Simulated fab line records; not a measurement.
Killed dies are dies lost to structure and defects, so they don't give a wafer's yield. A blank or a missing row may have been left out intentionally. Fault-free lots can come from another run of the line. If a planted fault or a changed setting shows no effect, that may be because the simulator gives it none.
fab line records	flow n5-finfet
record: lots: 12	wafers: 33	last-day: 18
route steps=1938 shown HKMG_FIN@421
lots with no fault: from the same line, run without faults
start-h: the number of hours between the record's first day and the start of the first shown wafer of the lot	wait-h: hours since the lot's step before	" unchanged from the row above	L1.1+2: several wafers, shown together as one row	- value missing, or start not given	* or withheld: withheld	< > ~ a bound
route shown NAME@n: NAME is a module with steps in the file, n the number in the route of the first one	usual: the fault-free wafers' mean and standard deviation	same: alike in all rows	chamber/n: place in a boat	sites: the reading at each site	_std_site: the standard deviation of these	_edge_site: the outer-site mean with the inner-site mean subtracted	radius-mm: how far each site lies from the wafer's centre	mask NAME#n: copy n	behind: the most recent tool/chamber to have shaped the wafer	hold: why the lot was held/for how many hours/how that ended	device: whichever transistor did not switch (one of n, p or np)	end of line: tests of these same wafers at the route's end	step lacking rows: just its recipe	killed: count of dies lost to structure and defects at first sort (not the wafer's yield)	map: per-die view of a wafer (x killed, . not killed, _ where there is no die)
set.NAME: the setting the step ran with; set.NAME@STEP: the setting that earlier step ran with	model.NAME: the simulator's own value behind a step, which no gauge read
steps of the route over a sample of lots; a table a step, a row a wafer
services: when a tool's chamber went out of use (start-h, in hours from the record's first day, below 0 if earlier), for how many hours, and the reason
== steps ==
step: N5_HKMG_FIN_PWFM_ALD_03
recipe: material: TiN	target-thk-a: 20	temp-c: 400	ald-precursor-family: TiCl4	ald-co-reactant: NH3	pulse-time-s: 1	purge-time-s: 3	co-reactant-purge-time-s: 2	co-reactant-pulse-time-s: 2	ald-cycles: 91	pressure-torr: 3
usual: ald-cycles: 91/0	heater-power-w: 873/98	precursor-pulse-height-rel: 0.999/0.02
lot.wafer	tool	chamber	start-h	wait-h	ald-cycles	heater-power-w	precursor-pulse-height-rel
L314.2	ald-metal-04	3	77.58	0.0	91	739	0.988
L314.3	"	0	"	"	91	931	0.985
L314.5	"	3	"	"	91	735	1.012
L315.3	ald-metal-02	3	80.02	0.0	91	743	0.982
L315.4	"	1	"	"	91	993	1.019
L315.6	"	3	"	"	91	762	0.995
L316.1	ald-metal-04	0	87.58	0.0	91	939	0.967
L316.2	"	1	"	"	91	964	0.997
L316.6	"	2	"	"	91	1070	0.975
L317.3	ald-metal-02	3	92.42	0.0	91	744	1.003
L317.4	"	2	"	"	91	835	0.995
L317.5	"	0	"	"	91	841	0.994
L319.1	ald-metal-04	1	104.27	0.0	91	957	1.019
L319.6	"	1	"	"	91	946	1.001
L320.1	ald-metal-04	3	109.39	0.0	91	740	1.032
L320.6	"	2	"	"	91	1040	0.992
L323.2	ald-metal-03	2	129.49	0.0	91	805	0.994
L323.3	"	3	"	"	91	911	0.974
L323.4	"	0	"	"	91	871	0.999
L325.3	ald-metal-02	3	139.93	0.0	91	775	0.995
L325.4	"	1	"	"	91	963	0.978
L325.5	"	0	"	"	91	832	1.010
L326.1	ald-metal-04	0	145.76	0.0	91	942	1.019
L326.6	"	2	"	"	91	1069	1.024
L333.1	ald-metal-04	2	187.15	0.0	91	1064	0.994
L333.2	"	1	"	"	91	973	1.008
L333.5	"	3	"	"	91	737	0.958
L336.3	ald-metal-02	1	205.77	0.0	91	988	1.019
L336.5	"	1	"	"	91	967	0.982
L336.6	"	0	"	"	91	839	0.992
L337.2	ald-metal-03	1	218.15	0.0	91	830	1.002
L337.3	"	0	"	"	91	909	1.003
L337.5	"	2	"	"	91	785	1.010
step: N5_HKMG_FIN_DESCUM_17
recipe: chemistry: O2	time-s: 7.9	source-power-w: 50	bias-power-w: 20	pressure-mtorr: 20	rf-frequency-hz: 2.712e+07	temp-c: 40	resist: CAR-ArF	o2-flow-sccm: 225
usual: chamber-pressure-mTorr: 20.001/0.019	drypump-motor-current-A: 5.7/0.41	oes-product-au: 0.78/0.049	rf-vpp-V: 242.9/1.2	showerhead-plenum-p-Torr: 2.08/0.061	throttle-valve-pct: 20.42/0.19
same: time-s: 7.9
lot.wafer	tool	chamber	start-h	wait-h	chamber-pressure-mTorr	drypump-motor-current-A	oes-product-au	rf-hours-counter-h	rf-vpp-V	showerhead-plenum-p-Torr	throttle-valve-pct
L314.2	rie-diel-01	2	78.38	0.0	20.018	5.6	0.85	53	243.1	2.13	20.24
L314.3	"	3	"	"	20.000	5.5	0.78	106	241.8	2.03	20.61
L314.5	"	0	"	"	19.978	6.2	0.80	-	243.4	2.04	20.59
L315.3	rie-diel-01	2	80.83	0.0	19.975	5.6	0.85	54	243.4	2.13	20.25
L315.4	"	0	"	"	19.966	6.2	0.79	-	242.7	2.04	20.61
L315.6	"	3	"	"	20.012	5.4	0.77	-	240.2	2.03	20.61
L316.1	rie-diel-04	2	88.50	0.0	20.002	4.7	0.70	244	244.3	2.13	20.76
L316.2	"	1	"	"	20.020	5.8	0.81	100	242.9	2.14	20.51
L316.6	"	2	"	"	20.011	4.7	0.69	-	244.2	2.13	20.76
L317.3	rie-diel-04	1	93.22	0.0	19.999	5.8	0.82	102	242.7	2.14	20.51
L317.4	"	2	"	"	19.992	4.8	0.70	-	244.7	2.13	20.77
L317.5	"	1	"	"	19.988	5.8	0.81	-	242.4	2.14	20.50
L319.1	rie-diel-04	3	105.25	0.2	20.039	5.7	0.73	172	243.6	2.18	20.35
L319.6	"	3	"	"	20.025	5.7	0.72	-	244.5	2.18	20.34
L320.1	rie-diel-01	2	110.31	0.0	20.006	5.6	0.82	66	241.6	2.13	20.27
L320.6	"	1	"	"	19.998	5.7	0.83	-	242.7	2.04	20.15
L323.2	rie-diel-01	1	130.29	0.0	19.961	5.8	0.82	80	242.4	2.03	20.15
L323.3	"	3	"	"	19.980	5.4	0.76	113	242.7	2.03	20.62
L323.4	"	0	"	"	19.999	6.2	0.77	110	241.4	2.04	20.63
L325.3	rie-diel-01	1	140.73	0.0	19.997	5.8	0.82	84	241.2	2.03	20.16
L325.4	"	2	"	"	19.984	5.7	0.83	78	243.4	2.12	20.29
L325.5	"	0	"	"	20.001	6.2	0.76	-	242.9	2.04	20.64
L326.1	rie-diel-02	1	146.56	0.0	19.992	5.2	0.77	114	243.8	2.09	20.29
L326.6	"	0	"	"	20.005	6.2	0.80	-	242.5	1.99	20.27
L333.1	rie-diel-02	0	187.98	0.1	20.046	6.1	0.78	126	241.4	1.99	20.28
L333.2	"	2	"	"	20.039	5.8	0.78	103	244.4	2.16	20.15
L333.5	"	0	"	"	19.990	6.1	0.79	-	242.6	1.99	20.29
L336.3	rie-diel-02	1	206.69	0.0	19.972	5.2	0.74	133	243.5	2.09	20.35
L336.5	"	1	"	"	20.023	5.2	0.75	-	243.4	2.09	20.33
L336.6	"	2	"	"	19.978	5.8	0.78	-	244.4	2.16	20.16
L337.2	rie-diel-01	3	219.25	0.2	20.008	5.4	0.74	143	241.8	2.02	20.66
L337.3	"	1	"	"	19.988	5.8	0.78	110	242.3	2.02	20.19
L337.5	"	3	"	"	20.013	5.4	0.74	-	240.9	2.02	20.66
step: N5_HKMG_FIN_ALD_91
recipe: material: TiN	target-thk-a: 10	temp-c: 400	ald-precursor-family: TiCl4	ald-co-reactant: NH3	pulse-time-s: 1	purge-time-s: 3	co-reactant-purge-time-s: 2	co-reactant-pulse-time-s: 2	ald-cycles: 47	pressure-torr: 3
usual: ald-cycles: 47/0	heater-power-w: 884/100	precursor-pulse-height-rel: 0.998/0.021
lot.wafer	tool	chamber	start-h	wait-h	ald-cycles	heater-power-w	precursor-pulse-height-rel
L314.2	ald-metal-03	1	79.36	0.3	47	846	0.992
L314.3	"	2	"	"	47	773	0.991
L314.5	"	1	"	"	47	836	1.013
L315.3	ald-metal-02	3	81.81	0.1	47	758	0.976
L315.4	"	0	"	"	47	851	1.023
L315.6	"	3	"	"	47	766	0.977
L316.1	ald-metal-04	3	89.48	0.3	47	733	0.989
L316.2	"	0	"	"	47	955	1.017
L316.6	"	3	"	"	47	740	1.004
L317.3	ald-metal-04	0	94.20	0.1	47	950	1.051
L317.4	"	1	"	"	47	975	1.000
L317.5	"	3	"	"	47	747	0.986
L319.1	ald-metal-04	2	106.23	0.3	47	1074	1.015
L319.6	"	1	"	"	47	980	1.022
L320.1	ald-metal-02	0	111.29	0.3	47	846	0.991
L320.6	"	2	"	"	47	830	1.014
L323.2	ald-metal-04	3	131.28	0.3	47	737	0.985
L323.3	"	0	"	"	47	928	0.963
L323.4	"	2	"	"	47	1079	1.026
L325.3	ald-metal-04	0	141.71	0.1	47	951	0.971
L325.4	"	2	"	"	47	1108	0.990
L325.5	"	1	"	"	47	948	1.000
L326.1	ald-metal-04	3	147.55	0.3	47	729	0.988
L326.6	"	1	"	"	47	977	0.987
L333.1	ald-metal-04	3	188.96	0.3	47	734	1.014
L333.2	"	2	"	"	39	1058	0.988
L333.5	"	0	"	"	47	923	0.984
L336.3	ald-metal-02	2	207.67	0.1	47	851	0.995
L336.5	"	0	"	"	47	832	1.052
L336.6	"	3	"	"	47	740	0.975
L337.2	ald-metal-03	3	220.23	0.3	47	926	1.006
L337.3	"	0	"	"	47	900	1.016
L337.5	"	2	"	"	47	786	0.983
step: N5_HKMG_FIN_STRIP_69
recipe: chemistry: N2/H2	power-w: 2500	temp-c: 300	h2-frac: 0.65	time-s: 360	pressure-mtorr: withheld	n2-flow-sccm: 1750	h2-flow-sccm: 3250
usual: drypump-motor-current-A: 5.8/0.33	heater-power-w: 454/14
same: time-s: 360
lot.wafer	tool	chamber	start-h	wait-h	drypump-motor-current-A	heater-power-w	rf-hours-counter-h
L314.2	plasma-asher-01	1	81.13	0.1	5.7	444	89
L314.3	"	0	"	"	6.3	456	-
L314.5	"	1	"	"	5.6	440	-
L315.3	plasma-asher-01	0	83.76	0.2	6.2	476	-
L315.4	"	1	"	"	5.7	444	-
L315.6	"	1	"	"	5.7	450	-
L316.1	plasma-asher-01	1	91.25	0.1	5.7	446	91
L316.2	"	0	"	"	6.2	462	91
L316.6	"	0	"	"	6.2	456	-
L317.3	plasma-asher-02	1	96.58	0.2	5.5	432	-
L317.4	"	0	"	"	5.4	477	-
L317.5	"	1	"	"	5.5	439	-
L319.1	plasma-asher-02	1	108.00	0.1	5.5	434	43
L319.6	"	1	"	"	5.5	454	-
L320.1	plasma-asher-01	1	113.24	0.2	5.7	437	95
L320.6	"	1	"	"	5.7	444	-
L323.2	plasma-asher-01	0	133.05	0.1	6.2	471	100
L323.3	"	1	"	"	5.7	442	-
L323.4	"	0	"	"	6.2	464	-
L325.3	plasma-asher-02	1	143.69	0.2	5.5	455	-
L325.4	"	0	"	"	5.3	473	-
L325.5	"	1	"	"	5.5	436	-
L326.1	plasma-asher-01	0	149.32	0.1	6.2	461	103
L326.6	"	1	"	"	5.6	440	-
L333.1	plasma-asher-01	0	190.76	0.1	6.2	450	112
L333.2	"	1	"	"	5.6	436	112
L333.5	"	1	"	"	5.7	444	-
L336.3	plasma-asher-01	1	209.61	0.2	5.6	443	-
L336.5	"	1	"	"	5.7	444	-
L336.6	"	0	"	"	6.2	448	-
L337.2	plasma-asher-02	1	222.03	0.1	5.5	444	63
L337.3	"	0	"	"	5.3	480	-
L337.5	"	1	"	"	5.5	446	-
== services ==
tool	chamber	start-h	hours	kind
rie-diel-01	-	55.43	14.6	pm
plasma-asher-02	-	64.01	2.1	repair
rie-diel-01	1	71.65	13.0	repair
rie-diel-04	3	85.35	15.4	repair
rie-diel-01	3	89.17	31.4	repair
ald-metal-03	-	96.98	0.6	repair
rie-diel-04	2	100.77	-	clean
rie-diel-04	2	100.77	-	consumable-replace:focus-ring
rie-diel-04	2	100.77	24.5	scheduled-down
rie-diel-04	2	100.77	24.5	vent-cycle
rie-diel-01	-	116.22	0.3	repair
rie-diel-04	-	134.04	2.8	pm
plasma-asher-02	-	146.34	14.6	repair
rie-diel-02	2	180.71	1.5	repair
plasma-asher-01	-	182.05	4.8	repair
rie-diel-02	3	182.82	5.4	repair
rie-diel-04	0	204.10	-	clean
rie-diel-04	0	204.10	-	consumable-replace:focus-ring
rie-diel-04	0	204.10	-	consumable-replace:showerhead
rie-diel-04	0	204.10	12.5	scheduled-down
rie-diel-04	0	204.10	12.5	vent-cycle
ald-metal-04	-	205.36	2.8	pm
rie-diel-01	-	205.96	2.7	repair
rie-diel-04	1	218.53	47.5	repair
== key ==
first-sign: step: N5_HKMG_FIN_ALD_91	reading: ald-cycles	direction: down	sigmas: 99+	usual: *	struck: *
effect none on later readings
met-at N5_HKMG_FIN_ALD_91
struck-lots L333
struck-wafers L333.2
tester-left-out L333
not-acting-at N5_HKMG_FIN_PWFM_ALD_03,N5_HKMG_FIN_DESCUM_17,N5_HKMG_FIN_STRIP_69
onset-between 141.71 188.96
fault: kind: process-parameter-drift	tool: ald-metal-04	chamber: 2	onset-h: 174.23	steps: N5_HKMG_FIN_ALD_91	channel: ald-cycles	offset: *	shape: step	end-h: 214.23	acts-in: *	stated: *
tester-left-out: of these lots the tester's yield and bins aren't shown, on N5 and GAA mostly nor the transistor test; their killed dies are dies lost to structure and defects alone, not to doping, threshold or leakage, so they don't give the yield
